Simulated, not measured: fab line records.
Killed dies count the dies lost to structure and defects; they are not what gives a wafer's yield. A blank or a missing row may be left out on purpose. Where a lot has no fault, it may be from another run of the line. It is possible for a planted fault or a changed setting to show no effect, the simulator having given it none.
fab line records	flow n5Finfet
[record] lots = 4	wafers = 12	lastDay = 15
route steps=1938 shown BEOL_M4@1021 PASSIVATION@1936
lots that met no fault: from a run of the same line without faults
startH: start of the lot's first displayed wafer, in hours after the record's first day	waitH: time in hours since the lot's previous step	" same as the row above	L1.1+2: a single row standing in for several wafers	- either no value or no given start	* or withheld: withheld	< > ~ a bound
route shown NAME@n: NAME is a module with steps in the file, n the number in the route of the first one	usual: average and standard deviation across the fault-free wafers	same: alike in all rows	chamber/n: place in a boat	sites: each site's reading	_std_site: their standard deviation	_edge_site: mean of outer sites minus mean of inner sites	radiusMm: for every site, how far away it sits from the centre of the wafer	mask NAME#n: copy n	behind: the last tool/chamber to shape the wafer	hold: cause of the lot's hold/its duration in hours/its outcome	device: which transistor (n, p or np) failed to switch	end of line: the same wafers' tests at the end of the route	step lacking rows: just its recipe	killed: count of dies lost to structure and defects at first sort (not the wafer's yield)	map: dies across one wafer; x = killed, . = not, _ = none there
set.NAME: setting as actually run; set.NAME@STEP: the setting as run at that earlier step	model.NAME: the simulator's own value behind a step, which no gauge read
certain route steps with their lots: each step a table, each wafer a row
services: a tool's chamber out of use, with start hour (startH, from the record's first day; less than 0 if before it), hours out, and reason
[[steps]]
[step N5_BEOL_M4_ILD_DEP_00]
[recipe] material = SiOC	targetThkA = 790	tempC = 350	precursor = DEMS/O2	pressureTorr = 5	rfW = 500	timeS = 15.3
[step N5_BEOL_M4_PECVD_72]
[recipe] material = SiO2	targetThkA = 160	tempC = 400	precursor = TEOS/O2	pressureTorr = 5.5	rfW = 450	teosFlowSccm = 53.8	gas = O2	flowSccm = 3000	timeS = 18
[step N5_BEOL_M4_HM_DEP_02]
[recipe] material = TiN	targetThkA = 200	tempC = 25	chamberPressurePa = 0.49996
[step N5_BEOL_M4_COAT_61]
[recipe] resist = SOC	tempC = 250	timeS = 60	spinRpm = 1500	resistThkNm = 60
[step N5_BEOL_M4_COAT_62]
[recipe] resist = SiARC	tempC = 220	timeS = 60	spinRpm = 1500	resistThkNm = 12
[step N5_BEOL_M4_COAT_73]
[recipe] resist = underlayer	tempC = 205	timeS = 60	spinRpm = 1500	resistThkNm = 5
[step N5_BEOL_M4_COAT_05]
[recipe] resist = CAR-EUV	spinRpm = 1500	resistThkNm = 30
[step N5_BEOL_M4_EBR_07]
[recipe] solvent = PGMEA	ebrWidthMm = 1.5
[step N5_BEOL_M4_SOFTBAKE_06]
[recipe] tempC = 110	timeS = 60	resist = CAR-EUV
[step N5_BEOL_M4_EXPOSE_08]
[recipe] maskId = M4	na = 0.33	sourceShape = dipole	sigmaInner = 0.369	sigmaOuter = 0.767	polarization = unpolarized	doseMj = 41.25
[usual] exposureDoseMJCm2 = 41.16/0.068
lot.wafer	tool	chamber	startH	waitH	mask	exposureDoseMJCm2
L228.2	euvScanner-02	0	177.78	-	M4#0	41.11
L228.4	"	0	"	"	M4#0	41.21
L228.5	"	0	"	"	M4#0	41.17
L239.2	euvScanner-02	0	241.75	-	M4#0	38.43
L239.4	"	0	"	"	M4#0	38.38
L239.6	"	0	"	"	M4#0	38.47
L240.1	euvScanner-02	0	245.96	-	M4#0	38.92
L240.2	"	0	"	"	M4#0	38.97
L240.3	"	0	"	"	M4#0	38.97
L241.3	euvScanner-01	0	246.86	-	M4#0	41.28
L241.4	"	0	"	"	M4#0	41.26
L241.6	"	0	"	"	M4#0	41.24
[step N5_BEOL_M4_PEB_09]
[recipe] pebTempC = 100	pebTimeS = 60	resist = CAR-EUV
[step N5_BEOL_M4_DEVELOP_10]
[recipe] developTimeS = 30	developer = TMAH	resist = CAR-EUV	rinseLiquid = surfactantRinse	dry = airSpin	devTempC = 23
[step N5_BEOL_M4_CD_MEAS_11]
[recipe] targetCdNm = 16.79	landingEnergyEv = 500	detector = seInlens	polarity = opening
[usual] cdNm = 16.7/0.32
lot.wafer	tool	chamber	startH	waitH	cdNm
L228.2	cdSem-01	0	177.91	-	16.1
L228.4	"	0	"	"	16.6
L228.5	"	0	"	"	16.6
L239.2	cdSem-02	0	241.88	-	15.4
L239.4	"	0	"	"	15.6
L239.6	"	0	"	"	15.8
L240.1	cdSem-02	0	246.09	-	15.2
L240.2	"	0	"	"	15.2
L240.3	"	0	"	"	15.5
L241.3	cdSem-02	0	246.98	-	17.3
L241.4	"	0	"	"	16.9
L241.6	"	0	"	"	17.3
[step N5_BEOL_M4_DESCUM_16]
[recipe] chemistry = O2	timeS = 7	sourcePowerW = 50	biasPowerW = 20	pressureMtorr = 20	rfFrequencyHz = 2.712e+07	tempC = 40	resist = CAR-EUV	o2FlowSccm = 225
[step N5_BEOL_M4_ETCH_74]
[recipe] chemistry = N2/H2	target = underlayer	targetDepthA = 65	maskMaterial = CAR-EUV	timeS = 5.2	ionEnergyEv = 200	pressureMtorr = 30	sourceW = 840	biasW = 150	n2FlowSccm = 200	h2FlowSccm = 200	ends = cleared
[usual] drypumpMotorCurrentA = 5.6/0.61	etchRfOnTimeS = 5.13/0.16	oesProductAu = 0.69/0.083	rfVppV = 524.9/2.8	showerheadPlenumPTorr = 2.58/0.09	throttleValvePct = 17.91/0.23
lot.wafer	tool	chamber	startH	waitH	drypumpMotorCurrentA	etchRfOnTimeS	oesProductAu	rfHoursCounterH	rfVppV	showerheadPlenumPTorr	throttleValvePct	model.BEOL_M4.cdOffsetNm
L228.2	rieDiel-06	1	178.11	0.0	4.8	5.34	0.60	207	524.5	2.51	17.91	-0.2
L228.4	"	3	"	"	5.9	5.31	0.68	95	523.1	2.57	17.81	0
L228.5	"	0	"	"	6.2	5.22	0.59	-	523.4	2.51	18.30	-0.4
L239.2	rieDiel-05	0	242.04	0.0	4.8	4.79	0.86	10	529.7	2.71	17.77	-1.2
L239.4	"	1	"	"	5.3	5.06	0.79	-	527.5	2.71	17.99	-1.2
L239.6	"	0	"	"	4.8	4.76	0.85	-	529.0	2.71	17.78	-1.4
L240.1	rieDiel-04	0	246.24	0.0	6.7	5.10	0.62	209	524.7	2.63	17.95	-1.8
L240.2	"	2	"	"	5.7	5.28	0.77	25	523.2	2.48	17.70	-1.8
L240.3	"	1	"	"	5.9	4.88	0.87	2	526.5	2.60	17.92	-1.6
L241.3	rieDiel-04	2	247.28	0.0	5.7	5.34	0.76	26	522.0	2.48	17.69	0.2
L241.4	"	0	"	"	6.7	5.16	0.61	209	525.2	2.63	17.93	0
L241.6	"	1	"	"	5.8	4.94	0.85	-	525.3	2.59	17.95	0.2
[step N5_BEOL_M4_ETCH_63]
[recipe] chemistry = CF4	target = SiARC	targetDepthA = 156	maskMaterial = CAR-EUV	timeS = 26	ionEnergyEv = 80	pressureMtorr = 40	sourceW = 545	biasW = 36	Ar_flow_sccm = 100	cf4FlowSccm = 100	ends = cleared
[step N5_BEOL_M4_ETCH_64]
[recipe] chemistry = N2/H2	target = SOC	targetDepthA = 750	overetchA = 225	maskMaterial = SiARC	tempC = 40	timeS = 121.9	ionEnergyEv = 200	pressureMtorr = 30	sourceW = 840	biasW = 150	n2FlowSccm = 200	h2FlowSccm = 200
[step N5_BEOL_M4_STRIP_65]
[recipe] chemistry = N2/H2	tempC = 40	n2FlowSccm = 200	h2FlowSccm = 200	rfFrequencyHz = 6e+07
[step N5_BEOL_M4_STRIP_75]
[recipe] chemistry = N2/H2	tempC = 40	n2FlowSccm = 200	h2FlowSccm = 200	rfFrequencyHz = 6e+07
[step N5_BEOL_M4_STRIP_66]
[recipe] chemistry = CF4	resist = SiARC	powerW = 300	biasPowerW = 75	pressureMtorr = 50	cf4FlowSccm = 150	rfFrequencyHz = 6e+07
[step N5_BEOL_M4_HM_OPEN_17]
[recipe] chemistry = Cl2/BCl3	targetDepthA = 200	overetchA = 60	target = TiN	maskMaterial = SOC	ionEnergyEv = 150	pressureMtorr = 10	icpW = 1000	biasW = 126	Cl2_flow_sccm = 53.25	bcl3FlowSccm = 21.75	Ar_flow_sccm = 25
[usual] drypumpMotorCurrentA = 5.8/0.4	heBacksideLeakSccm = 3.4/0.34	oesProductAu = 0.67/0.075	throttleValvePct = 22.00/0.21
lot.wafer	tool	chamber	startH	waitH	drypumpMotorCurrentA	heBacksideLeakSccm	oesProductAu	rfHoursCounterH	throttleValvePct	model.BEOL_M4.cdOffsetNm
L228.2	rieMetal-03	1	178.33	0.0	5.6	3.4	0.54	115	22.41	-0.4
L228.4	"	1	"	"	5.6	3.4	0.53	-	22.43	0.2
L228.5	"	0	"	"	5.3	3.3	0.72	-	21.87	-0.6
L239.2	rieMetal-03	1	242.25	0.0	5.6	3.4	0.53	120	22.44	-1
L239.4	"	0	"	"	5.3	3.4	0.72	-	21.88	-1.2
L239.6	"	0	"	"	5.4	3.2	0.71	-	21.89	-1
L240.1	rieMetal-02	1	246.46	0.0	5.8	3.1	0.70	21	21.98	-1.8
L240.2	"	0	"	"	6.6	3.3	0.69	30	21.82	-2.4
L240.3	"	0	"	"	6.6	3.3	0.69	-	21.81	-1.4
L241.3	rieMetal-01	0	247.53	0.1	5.8	3.7	0.63	-	21.95	-0.2
L241.4	"	1	"	"	5.5	3.3	0.76	-	21.91	-0.2
L241.6	"	1	"	"	5.5	3.2	0.77	-	21.91	0.4
[step N5_BEOL_M4_STRIP_19]
[recipe] chemistry = O2	powerW = 400	tempC = 40	pressureMtorr = 30	rfFrequencyHz = 6e+07	biasPowerW = 0	overashFraction = 0.2	o2FlowSccm = 225
[step N5_BEOL_M4_CD_MEAS_18]
[recipe] pitchNm = 36	targetCdNm = 18
[usual] cdNm = 17.8/0.43
lot.wafer	tool	chamber	startH	waitH	cdNm
L228.2	cdSem-03	-	178.51	0.1	17.6
L228.4	"	-	"	"	18.6
L228.5	"	-	"	"	17.2
L239.2	cdSem-01	-	242.44	0.1	16.9
L239.4	"	-	"	"	16.5
L239.6	"	-	"	"	17.1
L240.1	cdSem-01	-	246.84	0.0	16.5
L240.2	"	-	"	"	16.0
L240.3	"	-	"	"	16.6
L241.3	cdSem-03	-	247.68	0.1	17.4
L241.4	"	-	"	"	17.3
L241.6	"	-	"	"	17.8
[step N5_BEOL_M4_COAT_67]
[recipe] resist = SOC	tempC = 250	timeS = 60	spinRpm = 1500	resistThkNm = 60
[step N5_BEOL_M4_RC_MEAS_101]
[usual] DIBL_N = 36.8/2.2	DIBL_P = 37.0/2.8	IOFF_N = 0.18/0.043	IOFF_P = 0.23/0.05	ION_N = 680/14	ION_P = 466/9.1	SS_N = 71.7/0.74	SS_P = 73.5/0.79	VT_N = 248/4	VT_P = -249/4.1
lot.wafer	tool	chamber	startH	waitH	DIBL_N[mV/V]	DIBL_P[mV/V]	IOFF_N[nA/um]	IOFF_P[nA/um]	ION_N[uA/um]	ION_P[uA/um]	SS_N[mV/dec]	SS_P[mV/dec]	VT_N[mV]	VT_P[mV]
L228.2	prober-01	0	197.31	0.2	36.7	38.5	0.20	0.21	691	466	71.5	73.7	244	-252
L228.4	"	0	"	"	36.3	37.7	0.18	0.20	678	459	71.3	73.6	247	-249
L228.5	"	0	"	"	33.0	34.5	0.13	0.16	678	454	70.8	72.5	251	-256
L241.3	prober-02	0	255.53	0.3	40.1	37.2	0.20	0.20	672	447	73.7	73.9	252	-253
L241.4	"	0	"	"	39.3	38.8	0.22	0.23	681	464	72.1	73.5	244	-251
L241.6	"	0	"	"	40.2	38.2	0.23	0.22	689	453	73.5	74.5	246	-250
[step N5_PASSIVATION_PROBE_49]
[usual] defectLimitedYield = 91.4/1.5	killed_at_M0_to_M3 = 36/11	killed_at_M4_up = 14/6	killedAtContacts = 11/6	killedAtFrontEnd = 37/11	killedAtOther = 4/3.4	killedDies = 102/18	killedOnRim = 13/3.5	killedOpen = 66/13	killedShort = 34/7.8	sort_bin_5_function = 5.0/0.97	sort_bin_6_memory = 3.2/0.7	sort_bin_8_speed = 0.0/0.38	sortNPass = 1078/19	sortYieldPct = 91.3/1.6
[same] grossDies = 1180	killedAtBackSide = 0	sort_bin_4_leakage[%] = 0
lot.wafer	tool	chamber	startH	waitH	defectLimitedYield[%]	killed_at_M0_to_M3	killed_at_M4_up	killedAtContacts	killedAtFrontEnd	killedAtOther	killedDies	killedOnRim	killedOpen	killedShort	sort_bin_5_function[%]	sort_bin_6_memory[%]	sort_bin_8_speed[%]	sortNPass	sortYieldPct[%]
L240.1	prober-02	-	352.94	0.0	28.6	45	750	9	30	8	842	114	61	48	48.1	18.5	1.6	319	27.0
L240.2	prober-02	-	352.99	0.1	30.6	35	731	10	37	6	819	113	67	38	45.0	19.8	0.1	361	30.6
L240.3	prober-02	-	353.04	0.1	26.9	43	777	9	31	3	863	109	62	33	48.2	19.1	0	317	26.9
L241.3	prober-02	-	359.01	0.7	91.9	30	7	14	36	9	96	21	63	33	4.2	3.6	0	1084	91.9
L241.4	prober-02	-	359.06	0.8	88.6	42	9	19	53	12	135	20	82	53	6.0	5.1	0	1045	88.6
L241.6	prober-02	-	359.16	0.9	90.7	37	15	15	34	9	110	18	78	32	5.8	3.1	0	1070	90.7
L239.2	prober-02	-	359.26	0.5	0.2	36	1104	10	27	1	1178	152	47	36	63.0	3.5	0	2	0.2
L239.4	prober-02	-	359.36	0.6	0	40	1106	11	23	0	1180	152	64	28	66.9	4.2	0	0	0
L239.6	prober-02	-	359.46	0.7	0.1	46	1079	12	40	2	1179	152	81	38	65.3	4.7	0	1	0.1
// killed by level:class
L240.1 BEOL_M4:areaExpose=733 BEOL_M0_SAQP:geometricParticle:open=8 BEOL_M4:geometricParticle:open=8 BEOL_M3:geometricParticle:open=8 FIN_SAQP:geometricParticle:short=7 MOL_CONTACT_COAG:geometricParticle:open=7 BEOL_M0_SAQP:geometricParticle:short=7 STI_FIN_REVEAL:geometricParticle:open=6
L240.2 BEOL_M4:areaExpose=713 BEOL_M0_SAQP:geometricParticle:short=11 STI_FIN_REVEAL:geometricParticle:open=10 MOL_CONTACT_COAG:geometricParticle:open=8 BEOL_M4:geometricParticle:open=8 BEOL_M0_SAQP:geometricParticle:open=7 BEOL_M3:geometricParticle:open=7 FIN_SAQP:geometricParticle:open=5
L240.3 BEOL_M4:areaExpose=768 BEOL_M0_SAQP:geometricParticle:open=12 FIN_SAQP:geometricParticle:short=10 FIN_SAQP:geometricParticle:open=8 MOL_CONTACT_COAG:geometricParticle:open=6 BEOL_M0_SAQP:geometricParticle:short=6 BEOL_M2:geometricParticle:open=6 BEOL_M3:geometricParticle:open=6
L241.3 STI_FIN_REVEAL:geometricParticle:open=13 FIN_SAQP:geometricParticle:open=10 MOL_CONTACT_COAG:geometricParticle:open=10 BEOL_M0_SAQP:geometricParticle:open=7 BEOL_M0_SAQP:geometricParticle:short=6 BEOL_M2:geometricParticle:open=5 MOL_CONTACT_COAG:geometricParticle:short=4 BEOL_M4:geometricParticle:open=4
L241.4 FIN_SAQP:geometricParticle:short=17 FIN_SAQP:geometricParticle:open=14 MOL_CONTACT_COAG:geometricParticle:open=14 BEOL_M0_SAQP:geometricParticle:open=14 BEOL_M0_SAQP:geometricParticle:short=10 BEOL_M2:geometricParticle:open=7 PASS1_CAP:geometricParticle:open=6 STI_FIN_REVEAL:geometricParticle:open=5
L241.6 MOL_CONTACT_COAG:geometricParticle:open=14 BEOL_M0_SAQP:geometricParticle:open=10 STI_FIN_REVEAL:geometricParticle:open=8 BEOL_M0_SAQP:geometricParticle:short=8 BEOL_M1:geometricParticle:open=7 FIN_SAQP:geometricParticle:open=6 BEOL_M4:geometricParticle:open=6 FIN_SAQP:geometricParticle:short=5
L239.2 BEOL_M4:areaExpose=1092 BEOL_M0_SAQP:geometricParticle:open=9 BEOL_M2:geometricParticle:open=9 GATE_CUT:geometricParticle:short=8 BEOL_M0_SAQP:geometricParticle:short=7 MOL_CONTACT_COAG:geometricParticle:open=6 GATE_CUT:geometricParticle:open=5 FIN_SAQP:geometricParticle:short=4
L239.4 BEOL_M4:areaExpose=1085 BEOL_M0_SAQP:geometricParticle:open=11 BEOL_M0_SAQP:geometricParticle:short=10 MOL_CONTACT_COAG:geometricParticle:open=9 BEOL_M2:geometricParticle:open=7 BEOL_M4:geometricParticle:open=7 FIN_SAQP:geometricParticle:short=4 DUMMY_GATE:geometricParticle:open=4
L239.6 BEOL_M4:areaExpose=1057 BEOL_M0_SAQP:geometricParticle:open=13 FIN_SAQP:geometricParticle:short=11 BEOL_M3:geometricParticle:open=10 MOL_CONTACT_COAG:geometricParticle:open=8 BEOL_M0_SAQP:geometricParticle:short=8 BEOL_M2:geometricParticle:open=7 BEOL_M5:geometricParticle:open=7
// map L239.4 (x killed, . not)
_________________xxxxxxxxxxxx________________
______________xxxxxxxxxxxxxxxxxx_____________
___________xxxxxxxxxxxxxxxxxxxxxxxx__________
__________xxxxxxxxxxxxxxxxxxxxxxxxxx_________
________xxxxxxxxxxxxxxxxxxxxxxxxxxxxxx_______
_______xxxxxxxxxxxxxxxxxxxxxxxxxxxxxxxx______
______xxxxxxxxxxxxxxxxxxxxxxxxxxxxxxxxxx_____
_____xxxxxxxxxxxxxxxxxxxxxxxxxxxxxxxxxxxx____
____xxxxxxxxxxxxxxxxxxxxxxxxxxxxxxxxxxxxxx___
___xxxxxxxxxxxxxxxxxxxxxxxxxxxxxxxxxxxxxxxx__
___xxxxxxxxxxxxxxxxxxxxxxxxxxxxxxxxxxxxxxxx__
__xxxxxxxxxxxxxxxxxxxxxxxxxxxxxxxxxxxxxxxxxx_
__xxxxxxxxxxxxxxxxxxxxxxxxxxxxxxxxxxxxxxxxxx_
_xxxxxxxxxxxxxxxxxxxxxxxxxxxxxxxxxxxxxxxxxxxx
_xxxxxxxxxxxxxxxxxxxxxxxxxxxxxxxxxxxxxxxxxxxx
_xxxxxxxxxxxxxxxxxxxxxxxxxxxxxxxxxxxxxxxxxxxx
_xxxxxxxxxxxxxxxxxxxxxxxxxxxxxxxxxxxxxxxxxxxx
_xxxxxxxxxxxxxxxxxxxxxxxxxxxxxxxxxxxxxxxxxxxx
_xxxxxxxxxxxxxxxxxxxxxxxxxxxxxxxxxxxxxxxxxxxx
_xxxxxxxxxxxxxxxxxxxxxxxxxxxxxxxxxxxxxxxxxxxx
_xxxxxxxxxxxxxxxxxxxxxxxxxxxxxxxxxxxxxxxxxxxx
__xxxxxxxxxxxxxxxxxxxxxxxxxxxxxxxxxxxxxxxxxx_
__xxxxxxxxxxxxxxxxxxxxxxxxxxxxxxxxxxxxxxxxxx_
___xxxxxxxxxxxxxxxxxxxxxxxxxxxxxxxxxxxxxxxx__
___xxxxxxxxxxxxxxxxxxxxxxxxxxxxxxxxxxxxxxxx__
____xxxxxxxxxxxxxxxxxxxxxxxxxxxxxxxxxxxxxx___
_____xxxxxxxxxxxxxxxxxxxxxxxxxxxxxxxxxxxx____
______xxxxxxxxxxxxxxxxxxxxxxxxxxxxxxxxxx_____
_______xxxxxxxxxxxxxxxxxxxxxxxxxxxxxxxx______
________xxxxxxxxxxxxxxxxxxxxxxxxxxxxxx_______
__________xxxxxxxxxxxxxxxxxxxxxxxxxx_________
___________xxxxxxxxxxxxxxxxxxxxxxxx__________
______________xxxxxxxxxxxxxxxxxx_____________
_________________xxxxxxxxxxxx________________
// map L240.3 (x killed, . not)
_________________xx.x.xx.x.x.________________
______________.xxxxxx.xxx.x.xxxx_____________
___________xxxxxxxxxxxxxxx.xx.xx..x__________
__________x.xxxx.xxxxx.xxx..x.xxx.x._________
________xx...xxxxx.x..xx.xxxxxxxxxxxxx_______
_______xxxxx.xxx.xxxxx.xx..xxx..xxxxxxx______
______.x.xx..xxxxxx.x.xxxxxx..xxxxxx.xx._____
_____x..xxxxx.x..x...x.x.x.xxxxxxxxxx...x____
____xx.x.xxxxxx.xxxxxxx.x.xx....xx.xx.xxxx___
___.x.x.x...x.xx.xx.xx.x.xxx..x....xx.xx.xx__
___.xx.xxx.xxx..xxx.x.xxxxxxxx..xxxx.xxxxx.__
__x.x.xxxxxxxxx...xxxx.xxxx.xxxxxxx..xxxxx.x_
__x.xxx.xx.xxxxxxxxxxxxxxx.xxxxxxxxxxxxxxxxx_
_x.xx.xx.x..xxxxxxxx.xxxxxxxxxx.xx..xxxxxxxxx
_xxxx.xxxx.xxxxx...xxxxxx..xx.x.xx...xxxxxxxx
_.xx.xxxxx..x.xxx.xxxxx.xxxx.x.xxx.xx.xxx.x.x
_xxx.xxxxxxxx.xx.xxxxxx...x.x....xx.xxxx...x.
_.xxxx.xxx.x.xxxxxxxxxxxxxx..xxxxxxxxxxx.x.xx
_.x.xx.xxxxx..xx.xx.xxxxx.xxxxxxxx.x..x.xx.xx
_x.xx.x...x.xx.x.xxx.xxxxxxx...xxxxxxxxx.x.xx
_xxxxxxx.x.xx.x..xx.xxxxxxx.xxxx.x.xxxxxxxxx.
__x.xxxxxxx.x.xxxxx.xxx.xxxxxxxxxxxxxxx..xx._
__xxx.xx.xxx.xxx....x.xxx.x..xxxxxxxxxxxx.xx_
___x.xx..xxx.xxx.xxxxx..xxxx.xxxxxxxx...xxx__
___xxxxxxxxx.x...xxxxxxxx.xxxxxx.xx..xx..xx__
____..x.x.xxxxxxx..x..xxxxxxxxxxxxxxxxxxx.___
_____.xx..x..xx.x...xxx.x..x.xxxxxxx..xxx____
______xxx.xxxx.xx..xxxxxxxxxxxxxxxxxx..x_____
_______xxx.x.xxxx.xxxxx.xx..xx.xx.xxxxx______
________x.x.xxxxxxxxxxxx.xxx.xxx.xxxx._______
__________.xxxxxx..xxxx.xx..xx.x..x._________
___________xxxx.xx.x.xxxxxxxxxxxxxx__________
______________xxxx.xx.xxxx.x.xxx_____________
_________________xx...xxx...x________________
[[services]]
tool	chamber	startH	hours	kind
rieMetal-01	1	155.69	-	clean
rieMetal-01	1	155.69	22.2	scheduledDown
rieMetal-01	1	155.69	22.2	ventCycle
rieMetal-02	-	156.51	1.4	pm
rieDiel-04	2	159.67	-	clean
rieDiel-04	2	159.67	-	consumableReplace:focusRing
rieDiel-04	2	159.67	21.8	scheduledDown
rieDiel-04	2	159.67	21.8	ventCycle
rieDiel-05	1	170.15	-	clean
rieDiel-05	1	170.15	-	consumableReplace:focusRing
euvScanner-02	-	176.76	1.0	pm
euvScanner-01	-	188.86	1.0	pm
euvScanner-01	-	200.38	4.6	pm
euvScanner-02	0	205.81	-	calibration
rieDiel-04	1	214.39	-	clean
rieDiel-04	1	214.39	-	consumableReplace:focusRing
rieDiel-04	1	214.39	16.8	scheduledDown
rieDiel-04	1	214.39	16.8	ventCycle
euvScanner-02	-	227.74	1.8	repair
rieMetal-03	-	228.42	2.8	pm
euvScanner-02	-	232.91	1.0	pm
rieDiel-04	1	235.62	8.8	repair
rieDiel-05	3	239.05	115.1	repair
euvScanner-01	-	245.01	1.0	pm
[[key]]
[firstSign] step = N5_BEOL_M4_EXPOSE_08	reading = exposureDoseMJCm2	direction = down	sigmas = 36	usual = 41.16	struck = 38.69
[effect] step = N5_BEOL_M4_CD_MEAS_11	reading = cdNm	direction = down	sigmas = 3.9	usual = 16.7	struck = 15.4	through = controlLoop
[effect] step = N5_BEOL_M4_CD_MEAS_18	reading = cdNm	direction = down	sigmas = 2.8	usual = 17.8	struck = 16.6	through = controlLoop
[effect] step = N5_PASSIVATION_PROBE_49	reading = killed_at_M4_up	direction = up	sigmas = 99+	usual = 14	struck = 924
[modelEffect] step = N5_BEOL_M4_ETCH_74	value = BEOL_M4.cdOffsetNm	without = -0.2333	struck = -1.5
[modelEffect] step = N5_BEOL_M4_HM_OPEN_17	value = BEOL_M4.cdOffsetNm	without = -0.1667	struck = -1.467
[moreKillsBornAt] N5_BEOL_M4_EXPOSE_08@euvScanner-02 = 5448
metAt N5_BEOL_M4_EXPOSE_08
struckWafers L239.2,L239.4,L239.6,L240.1,L240.2,L240.3
laterRowsLeftOut L239.2,L239.4,L239.6,L240.1,L240.2,L240.3
[loopTrim] step = N5_BEOL_M4_EXPOSE_08	setting = dose	lots = L240
onsetBetween 177.78 241.75
[fault] kind = processParameterDrift	tool = euvScanner-02	chamber = -	onsetH = 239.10	steps = N5_BEOL_M4_EXPOSE_08	channel = doseMj	offset = -2.7393	shape = step	actsIn = theseRecipesOnly	stated = 41.25
// laterRowsLeftOut: the simulator's readings of these wafers behind a module that went badly wrong aren't trusted and aren't shown, but for the sort
// loopTrim: a control loop set the setting to another value than it would have without faults
